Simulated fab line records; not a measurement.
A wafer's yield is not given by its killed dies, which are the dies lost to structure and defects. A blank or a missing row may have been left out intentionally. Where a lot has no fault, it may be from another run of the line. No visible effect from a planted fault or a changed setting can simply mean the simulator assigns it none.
The tool behind it: which one?    flow n5-finfet    9 lots, 27 wafers sampled, at 5 steps of a route of 1938

WHAT THE GAUGES SHOWED, per wafer
N5_BEOL_M4_OVL_MEAS_12. Usual: M4_OVL 0.0 nm, standard deviation 0.67.
lot   measured      on          M4_OVL (nm)    flag
L479  day 8 11:33   overlay-01  0.6 1.0 0.0    
L482  day 9 16:46   overlay-02  0.5 0.2 0.0    
L485  day 9 21:53   overlay-01  0.4 -0.3 -0.7  
L484  day 10 05:29  overlay-02  1.0 0.1 0.5    
L489  day 11 03:59  overlay-01  0.7 0.5 1.1    
L490  day 11 06:40  overlay-02  -0.5 -0.2 0.3  
L491  day 11 09:01  overlay-01  1.2 0.8 0.9    
L492  day 11 12:53  overlay-01  -0.2 -0.7 0.1  
L493  day 11 19:23  overlay-02  0.1 -0.3 0.5   

N5_BEOL_M4_RC_MEAS_101. Usual: DIBL_N 37.5 mV/V, standard deviation 2.5; DIBL_P 38 mV/V, standard deviation 3.1; IOFF_N 0.19 nA/um, standard deviation 0.059; IOFF_P 0.24 nA/um, standard deviation 0.061; ION_N 679 uA/um, standard deviation 16; ION_P 465 uA/um, standard deviation 9.8; SS_N 72.0 mV/dec, standard deviation 0.8; SS_P 73.7 mV/dec, standard deviation 0.86; VT_N 248 mV, standard deviation 4.5; VT_P -249 mV, standard deviation 3.5.
lot   measured      on         DIBL_N (mV/V)   DIBL_P (mV/V)  IOFF_N (nA/um)  IOFF_P (nA/um)  ION_N (uA/um)  ION_P (uA/um)  SS_N (mV/dec)   SS_P (mV/dec)   VT_N (mV)    VT_P (mV)       flag
L479  day 8 20:26   prober-01  35.7 33.3 37.1  36 34 38       0.15 0.11 0.18  0.19 0.17 0.24  673 651 669    458 455 461    71.9 70.6 71.6  72.4 71.8 73.8  253 255 248  -250 -253 -249  
L482  day 9 23:35   prober-01  33.7 37.1 41.1  34 39 44       0.12 0.18 0.31  0.17 0.23 0.34  662 677 705    453 464 477    71.2 71.8 73.1  72.9 73.8 75.8  255 249 244  -252 -246 -245  
L485  day 10 09:25  prober-01  41.4 37.6 38.9  40 35 38       0.27 0.15 0.19  0.33 0.21 0.28  702 671 679    477 458 468    72.5 71.6 72.4  74.7 73.5 73.4  244 255 246  -244 -247 -244  
L484  day 10 21:11  prober-01  34.4 38.7 37.1  35 39 37       0.10 0.18 0.14  0.16 0.24 0.20  657 673 651    453 467 452    70.8 71.8 71.5  73.2 74.1 73.1  260 247 252  -253 -249 -251  
L489  day 11 17:02  prober-02  37.5 36.4 36.5  37 34 35       0.20 0.16 0.18  0.30 0.23 0.26  706 689 684    489 470 479    70.9 72.0 71.7  73.4 72.9 72.7  242 249 249  -244 -248 -244  
L490  day 11 19:13  prober-02  35.8 36.5 38.3  36 37 38       0.13 0.14 0.19  0.21 0.21 0.27  659 658 682    465 455 471    71.9 71.5 72.0  73.3 73.3 74.3  256 252 248  -249 -250 -248  
L491  day 11 18:13  prober-01  39.9 39.4 39.4  42 43 43       0.28 0.25 0.26  0.31 0.32 0.32  702 690 686    470 468 470    72.3 71.7 72.6  74.8 75.0 74.6  242 246 243  -245 -244 -246  
L492  day 11 22:50  prober-02  36.4 36.4 37.9  37 37 40       0.15 0.15 0.19  0.19 0.20 0.24  668 679 689    458 466 471    71.9 72.0 72.1  73.5 73.8 74.0  253 252 248  -251 -252 -248  
L493  day 12 19:31  prober-01  40.7 38.4 34.4  41 37 34       0.24 0.19 0.12  0.26 0.20 0.16  697 664 658    471 453 449    72.1 72.4 71.9  74.2 73.8 72.4  243 251 255  -248 -255 -254  

WHICH TOOL RAN EACH LOT (tool, then ch and the chambers of the sampled wafers, then the start)
lot   N5_BEOL_M4_ETCH_74                  N5_BEOL_M4_ETCH_63                  N5_BEOL_M4_COAT_68
L479  rie-diel-01 ch 0,1,3, day 8 11:53   rie-diel-01 ch 0,1,3, day 8 11:54   litho-track-04 ch 0, day 8 12:20
L482  rie-diel-05 ch 1,2, day 9 16:53     rie-diel-05 ch 1,2, day 9 16:54     litho-track-03 ch 0, day 9 17:20
L485  rie-diel-01 ch 1,2,3, day 9 22:01   rie-diel-01 ch 1,2,3, day 9 22:02   litho-track-02 ch 0, day 9 22:28
L484  rie-diel-05 ch 1,3, day 10 05:54    rie-diel-05 ch 1,3, day 10 05:55    litho-track-03 ch 0, day 10 06:26
L489  rie-diel-01 ch 0,3, day 11 04:22    rie-diel-01 ch 0,3, day 11 04:22    litho-track-03 ch 0, day 11 04:49
L490  rie-diel-03 ch 1,3, day 11 06:47    rie-diel-03 ch 1,3, day 11 06:49    litho-track-03 ch 0, day 11 07:37
L491  rie-diel-03 ch 0,1,3, day 11 09:08  rie-diel-03 ch 0,1,3, day 11 09:09  litho-track-04 ch 0, day 11 09:40
L492  rie-diel-03 ch 2,3, day 11 13:01    rie-diel-03 ch 2,3, day 11 13:02    litho-track-03 ch 0, day 11 13:29
L493  rie-diel-01 ch 0,2, day 11 19:30    rie-diel-01 ch 0,2, day 11 19:31    litho-track-03 ch 0, day 11 19:56
- N5_BEOL_M4_ETCH_74: etches underlayer in N2/H2, target depth 6.5 nm, time 5.2 s.
- N5_BEOL_M4_ETCH_63: etches SiARC in CF4, target depth 15.6 nm, time 26 s.
- N5_BEOL_M4_COAT_68: time 60 s, resist thk 12 nm.

AS READ BY THE TOOLS THEMSELVES (means over the sampled wafers that have a number; for cases with no such wafer, the mark the record gives instead)
N5_BEOL_M4_ETCH_74. Usual: drypump-motor-current-A 5.6 A, standard deviation 0.4; etch-rf-on-time-s 5.20 s, standard deviation 0.16; oes-product-au 0.70 a.u., standard deviation 0.082; rf-vpp-V 525.4 V, standard deviation 2.9; showerhead-plenum-p-Torr 2.59 Torr, standard deviation 0.094; throttle-valve-pct 17.8 %, standard deviation 0.38.
lot   tool         drypump-motor-current-A (A)  etch-rf-on-time-s (s)  oes-product-au (a.u.)  rf-vpp-V (V)  showerhead-plenum-p-Torr (Torr)  throttle-valve-pct (%)  flag
L479  rie-diel-01  5.5                          5.26                   0.67                   526.1         2.59                             17.9                    
L482  rie-diel-05  5.6                          5.24                   0.63                   521.2         2.45                             17.8                    
L485  rie-diel-01  5.5                          5.19                   0.69                   526.7         2.62                             17.9                    
L484  rie-diel-05  5.8                          5.18                   0.69                   521.8         2.44                             17.6                    
L489  rie-diel-01  5.7                          5.33                   0.68                   524.7         2.55                             17.6                    
L490  rie-diel-03  5.1                          5.19                   0.73                   527.8         2.69                             17.7                    
L491  rie-diel-03  5.3                          5.27                   0.67                   525.9         2.59                             18.0                    
L492  rie-diel-03  5.8                          5.12                   0.72                   527.8         2.65                             17.5                    
L493  rie-diel-01  5.9                          5.16                   0.77                   526.7         2.65                             17.7                    

N5_BEOL_M4_ETCH_63. Usual: drypump-motor-current-A 5.6 A, standard deviation 0.4; etch-rf-on-time-s 25.9 s, standard deviation 0.83; oes-product-au 0.70 a.u., standard deviation 0.082; rf-vpp-V 184.5 V, standard deviation 1.2; showerhead-plenum-p-Torr 2.19 Torr, standard deviation 0.076; throttle-valve-pct 15.60 %, standard deviation 0.25.
lot   tool         drypump-motor-current-A (A)  etch-rf-on-time-s (s)  oes-product-au (a.u.)  rf-vpp-V (V)  showerhead-plenum-p-Torr (Torr)  throttle-valve-pct (%)  flag
L479  rie-diel-01  5.5                          25.9                   0.69                   185.7         2.18                             15.62                   
L482  rie-diel-05  5.7                          26.2                   0.64                   183.4         2.08                             15.76                   
L485  rie-diel-01  5.5                          25.8                   0.69                   185.0         2.21                             15.67                   
L484  rie-diel-05  5.8                          26.1                   0.69                   183.5         2.08                             15.55                   
L489  rie-diel-01  5.6                          26.6                   0.68                   184.0         2.16                             15.46                   
L490  rie-diel-03  5.1                          25.6                   0.74                   185.1         2.27                             15.50                   
L491  rie-diel-03  5.3                          26.0                   0.68                   183.6         2.19                             15.70                   
L492  rie-diel-03  5.8                          25.6                   0.71                   185.8         2.25                             15.41                   
L493  rie-diel-01  5.9                          25.7                   0.77                   184.9         2.24                             15.62                   

N5_BEOL_M4_COAT_68. Usual: spin-speed-rpm reads 1499.7 rpm (standard deviation 1).
lot   tool            spin-speed-rpm (rpm)  flag
L479  litho-track-04  1499.0                
L482  litho-track-03  1500.0                
L485  litho-track-02  1498.7                
L484  litho-track-03  1499.3                
L489  litho-track-03  1499.6                
L490  litho-track-03  1421.4                OFF
L491  litho-track-04  1499.3                
L492  litho-track-03  1420.9                OFF
L493  litho-track-03  1421.1                OFF

THE ANSWER, worked out from the rows above alone
Rule: take the mean of a lot's wafers that have a number; if it is more than 3 standard deviations from the usual mean, the lot is off. A lot without any number at a reading at which 4 lots or more have one is off too. All remaining lots with rows at the step are treated as sound. Order of review: gauges by route order, followed by the tools' own readings, for which a lot's mean as printed above is used. The first step at which some lot is off is used, and at that step the reading that is off furthest; a lot without a number counts as furthest.
Off at N5_BEOL_M4_COAT_68 (spin-speed-rpm): L490, L492, L493.
A tool fits if, at that step or a process step before it, it ran every lot that is off, and no sound lot after the first of them. One fits: litho-track-03 at N5_BEOL_M4_COAT_68. Its last sound lot is L489 (day 11 04:49), its first lot that is off L490 (day 11 07:37): a fault that began between those two fits.
The tool's own readings at N5_BEOL_M4_COAT_68 bear it out: on the lots that are off they differ by more than 5 times the standard deviation of the sound lots' means. spin-speed-rpm reads 1421.1 rpm there against 1499.3 rpm on the sound lots.

WHAT THE SIMULATOR HAD PUT IN
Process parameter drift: litho-track-03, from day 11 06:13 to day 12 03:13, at N5_BEOL_M4_COAT_68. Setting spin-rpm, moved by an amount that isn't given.
Shown lots that were struck: L490, L492, L493. The rule above reached the same finding.
